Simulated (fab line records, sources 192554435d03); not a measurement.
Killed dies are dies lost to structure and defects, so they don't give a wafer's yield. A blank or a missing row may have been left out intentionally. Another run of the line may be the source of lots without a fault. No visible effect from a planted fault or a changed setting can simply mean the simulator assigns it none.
A struck lot beside a sound one + flow n5Finfet + 16 out of 1938 route steps
Sound: wafers L424.1, L424.2, L424.6. Wafers L431.3, L431.4, L431.6 were the ones struck. The cause is given at the end.
Per side, at each step with rows, come the tool, then ch with its chambers, and then its first start. Under that, the readings that differ: sound wafers + struck wafers + difference of the means + sigmas: that difference in standard deviations of wafers without a fault.
alike: words and numbers the same on both sides, and readings whose means are apart by under 2 such deviations; not compared: readings that were withheld, readings missing a value for some wafer, numbers with overlapping values and no deviation given by the record, and bounds like >300 which may hide the same value.
Wherever a step has rows on one side only, a row that says differs or no value, or a row with sigmas, the two part there. Numbers that have no deviation but don't overlap get no sigmas and don't part them. A reading that every wafer of one side lacks parts them only if that side has two wafers or more.

N5_HKMG_FIN_INSPECT_61: inspects for defects (macro).
  sound on defectInspect-02, day 4 04:06; struck on defectInspect-01, day 5 19:16
  alike: rawDefectCount
N5_HKMG_FIN_DESCUM_53: chemistry O2, time 7.9 s.
  sound on rieDiel-02 ch 1,2, day 4 04:10; struck on rieDiel-05 ch 1,2, day 5 19:18
  alike: drypumpMotorCurrentA, oesProductAu, rfFwdPowerW, rfVppV, showerheadPlenumPTorr, throttleValvePct
  not compared: rfHoursCounterH
then, 1 step without rows for these wafers: N5_HKMG_FIN_ETCH_54 (etches SiARC in CF4, target depth 45.5 nm, time 75.8 s).
N5_HKMG_FIN_ETCH_55: etches SOC in N2/H2, target depth 240 nm, time 300 s.
  sound on rieDiel-02 ch 1,2, day 4 04:15; struck on rieDiel-05 ch 1,2, day 5 19:24
  alike: drypumpMotorCurrentA, n2FlowSccm, oesProductAu, rfFwdPowerW, rfVppV, showerheadPlenumPTorr, throttleValvePct
  not compared: rfHoursCounterH
then, 2 steps without rows for these wafers: N5_HKMG_FIN_STRIP_56 (strips in N2/H2); N5_HKMG_FIN_STRIP_57 (strips in CF4).
N5_HKMG_FIN_ETCH_58: etches SOC in N2/H2, target depth 215.8 nm, time 741 s.
  sound on rieDiel-02 ch 1,2, day 4 04:28; struck on rieDiel-05 ch 1,2, day 5 19:37
  alike: drypumpMotorCurrentA, n2FlowSccm, oesProductAu, rfFwdPowerW, rfVppV, showerheadPlenumPTorr, throttleValvePct
  not compared: rfHoursCounterH
N5_HKMG_FIN_STRIP_93: strips SOC in N2/H2, time 20 s.
  sound on rieDiel-02 ch 1,2, day 4 04:53; struck on rieDiel-05 ch 1,2, day 5 20:02
  alike: drypumpMotorCurrentA, n2FlowSccm, oesProductAu, rfFwdPowerW, rfVppV, showerheadPlenumPTorr, throttleValvePct
  not compared: rfHoursCounterH
then, 4 steps without rows for these wafers: N5_HKMG_FIN_WET_ETCH_76 (etches Al2O3 in dNH4OH, stops on La2O3, target depth 2.25 nm, rinse time 30 s); N5_HKMG_FIN_STRIP_60 (strips in N2/H2, time 360 s); N5_HKMG_FIN_WET_ETCH_77 (etches La2O3 in dHCl, stops on HfO2, target depth 2 nm); N5_HKMG_FIN_WET_ETCH_78 (etches Al2O3 in dNH4OH, stops on La2O3, target depth 4.5 nm, rinse time 30 s).
N5_HKMG_FIN_ALD_79: deposits TiN, target thk 1.5 nm, pulse time 1 s, purge time 3 s.
  sound on aldMetal-04 ch 2,3, day 4 05:32; struck on aldMetal-04 ch 0,1,2, day 5 20:41
| reading                                 | sound       | struck      | difference | sigmas |
|-----------------------------------------|-------------|-------------|------------|--------|
| aldCycles                               | 68 68 68    | 126 126 126 | +58        |        |
| model.TiN_of_HKMG_FIN_ALD_79.thkNm (nm) | 1.4 1.4 1.4 | 2.8 2.8 2.8 | +1.4       |        |
  alike: heaterPowerOuterW, heaterPowerW, precursorPulseHeightRel
N5_HKMG_FIN_CVD_62: deposits a-Si from Si2H6, target thk 3 nm, time 20.8 s.
  sound on thermalCvdSi-01 ch 0,1,2, day 4 05:53; struck on thermalCvdSi-02 ch 0,1,2, day 5 21:03
  alike: heaterPowerOuterW, heaterPowerW
-- here the record skips 4 days between the struck wafers' starts before and after, leaving off in module HKMG_FIN and picking up in module BEOL_M4 (first step shown: number 1111 of the route) --
N5_BEOL_M4_RC_MEAS_101:
  sound on prober-02 ch 0, day 8 01:55; struck on prober-02 ch 0, day 10 01:04
| reading       | sound       | struck      | difference | sigmas |
|---------------|-------------|-------------|------------|--------|
| ION_P (uA/um) | 468 463 464 | 449 443 444 | -20        | -3     |
  alike: DIBL_N, DIBL_P, IOFF_N, IOFF_P, ION_N, SS_N, SS_P, VT_N, VT_P
-- record jumps: 4 days separate the struck wafers' starts on either side; left off in module BEOL_M4, taken up again in module PASSIVATION, whose first shown step is the route's number 1936 --
N5_PASSIVATION_PROBE_49:
  sound on prober-01, day 12 11:11; struck on prober-01, day 14 06:28
  alike: defectLimitedYield, killed_at_M0_to_M3, killed_at_M4_up, killedAtContacts, killedAtFrontEnd, killedAtOther, killedDies, killedOpen, killedShort, sort_bin_5_function, sort_bin_6_memory, sortNPass, sortYieldPct

== WHERE THEY PART ==
At N5_BEOL_M4_RC_MEAS_101 and nowhere else, as far as this record goes. Later steps at which nothing parts them and some readings are alike: N5_PASSIVATION_PROBE_49.

WHY: what had been put in by the simulator
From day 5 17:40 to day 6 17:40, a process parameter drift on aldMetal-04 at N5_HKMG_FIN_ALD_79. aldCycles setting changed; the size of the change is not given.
